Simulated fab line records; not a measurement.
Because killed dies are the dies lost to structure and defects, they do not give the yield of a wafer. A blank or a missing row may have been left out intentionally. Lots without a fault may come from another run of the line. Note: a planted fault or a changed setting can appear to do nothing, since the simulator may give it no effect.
Split-lot experiment    flow n5Finfet    route with 1938 steps; 7 lots, 39 wafers read

## ON THE SPLIT
At N5_BEOL_M3_CVD_47 (deposits Co from CCTBA/H2, target thk 3 nm, time 223.8 s), the setting targetThkA was moved away from the recipe's 30 angstrom on 12 of the 39 wafers read, by -47.2% to +59.6%. The other wafers ran this setting at the recipe's value.

The reading is taken at the split's own step.

## THE READING
Co_of_BEOL_M3_CVD_47.thkNm (the simulator's own value, which no gauge read), in nm, at N5_BEOL_M3_CVD_47 (deposits Co from CCTBA/H2, target thk 3 nm, time 223.8 s). The file does not state a usual value for it. The 27 wafers here that ran the recipe average 2.9 nm, standard deviation 0.13 nm.

wafer   tool, chamber at the split  targetThkA as run, angstrom  against the recipe  Co_of_BEOL_M3_CVD_47.thkNm, nm  against lot-mates on the recipe
L075.1  cvdCo-01, 2,1,2             30                           recipe              3                               -
L075.2  cvdCo-01, 2,1,2             30                           recipe              3                               -
L075.4  cvdCo-01, 2,1,2             30                           recipe              3                               -
L075.3  cvdCo-01, 1,1,2             47.89                        +59.6%              4.8                             +1.8
L075.5  cvdCo-01, 1,1,2             47.89                        +59.6%              4.8                             +1.8
L075.6  cvdCo-01, 1,1,2             47.89                        +59.6%              4.8                             +1.8
L078.1  cvdCo-02, 1,2,0             37.63                        +25.4%              3.6                             +0.7
L078.3  cvdCo-02, 1,2,0             37.63                        +25.4%              3.6                             +0.7
L078.6  cvdCo-02, 1,2,0             37.63                        +25.4%              3.6                             +0.7
L078.2  cvdCo-02, 0,2               30                           recipe              3                               -
L078.4  cvdCo-02, 0,2               30                           recipe              3                               -
L078.5  cvdCo-02, 1                 30                           recipe              2.8                             -
L081.1  cvdCo-01, 1,2,1             30                           recipe              3                               -
L081.4  cvdCo-01, 1,2,1             30                           recipe              3                               -
L081.6  cvdCo-01, 1,2,1             30                           recipe              3                               -
L081.2  cvdCo-01, 2                 30                           recipe              2.8                             -
L081.3  cvdCo-01, 0                 30                           recipe              3.2                             -
L081.5  cvdCo-01, 0                 30                           recipe              3.2                             -
L089.1  cvdCo-02, 1,0,0,2           30                           recipe              3                               -
L089.2  cvdCo-02, 1,0,0,2           30                           recipe              3                               -
L089.5  cvdCo-02, 1,0,0,2           30                           recipe              3                               -
L089.6  cvdCo-02, 1,0,0,2           30                           recipe              3                               -
L089.3  cvdCo-02, 2,1               30                           recipe              2.8                             -
L089.4  cvdCo-02, 2,1               30                           recipe              2.8                             -
L092.3  cvdCo-01, 1,1,2             30                           recipe              2.8                             -
L092.4  cvdCo-01, 1,1,2             30                           recipe              2.8                             -
L092.5  cvdCo-01, 1,1,2             30                           recipe              2.8                             -
L093.1  cvdCo-02, 0                 42.96                        +43.2%              4.4                             +1.5
L093.2  cvdCo-02, 1,2               42.96                        +43.2%              4.2                             +1.3
L093.3  cvdCo-02, 1,2               42.96                        +43.2%              4.2                             +1.3
L093.4  cvdCo-02, 2,1               30                           recipe              2.8                             -
L093.6  cvdCo-02, 2,1               30                           recipe              2.8                             -
L093.5  cvdCo-02, 0                 30                           recipe              3                               -
L095.1  cvdCo-02, 0                 15.85                        -47.2%              1.6                             -1.4
L095.2  cvdCo-02, 2                 30                           recipe              2.8                             -
L095.3  cvdCo-02, 1                 30                           recipe              3                               -
L095.4  cvdCo-02, 1,2               15.85                        -47.2%              1.4                             -1.6
L095.6  cvdCo-02, 1,2               15.85                        -47.2%              1.4                             -1.6
L095.5  cvdCo-02, 0                 30                           recipe              3.2                             -
Where a row lists several chambers, the file gives one row for several wafers and doesn't say which wafer went through which chamber.

THE FIT
A straight line over all 39 wafers: Co_of_BEOL_M3_CVD_47.thkNm changes by +0.0307 nm for each +1% of targetThkA; r = +0.99; the points scatter about the line by 0.12 nm.
The same after taking each lot's own level away (the mean of its wafers on the recipe; 39 wafers): +0.0311 nm for each +1%; r = +0.99; scatter 0.11 nm.
On that fit, the largest move of targetThkA shifts the reading by 1.9 nm.
From 2.80 to 3.03 nm: that is the span of the lots' own levels, equal to 1.8 times the standard deviation above.
Consequently the slope shifts little with the lot-to-lot level, the two slopes agreeing.
Check: +1.85 nm against its lot-mates is what the line predicts for one of the wafers moved furthest among these (+59.6%) when that wafer is left out of the fit. It came out at +1.8 nm against them.

## FURTHER SPLITS ON THESE WAFERS
Other splits were also applied to these wafers ahead of the reading. Each is held against what the fit with the lots' levels taken away leaves over:
other split on the same wafers     wafers away from the commonest value  r with Co_of_BEOL_M3_CVD_47.thkNm (lot level and that fit taken away)
N5_ZERO_LAYER_PECVD_02 timeS       15                                    -0.04
N5_DUMMY_GATE_CVD_03 targetThkA    24                                    -0.07
N5_SD_EPI_N_ETCH_16 targetDepthA   12                                    -0.10
N5_HKMG_FIN_NWFM_ALD_20 aldCycles  18                                    -0.10

## THE FILE'S OWN FIT
Co_of_BEOL_M3_CVD_47.thkNm changes by +0.031 nm for each +1% of targetThkA, r = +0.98.
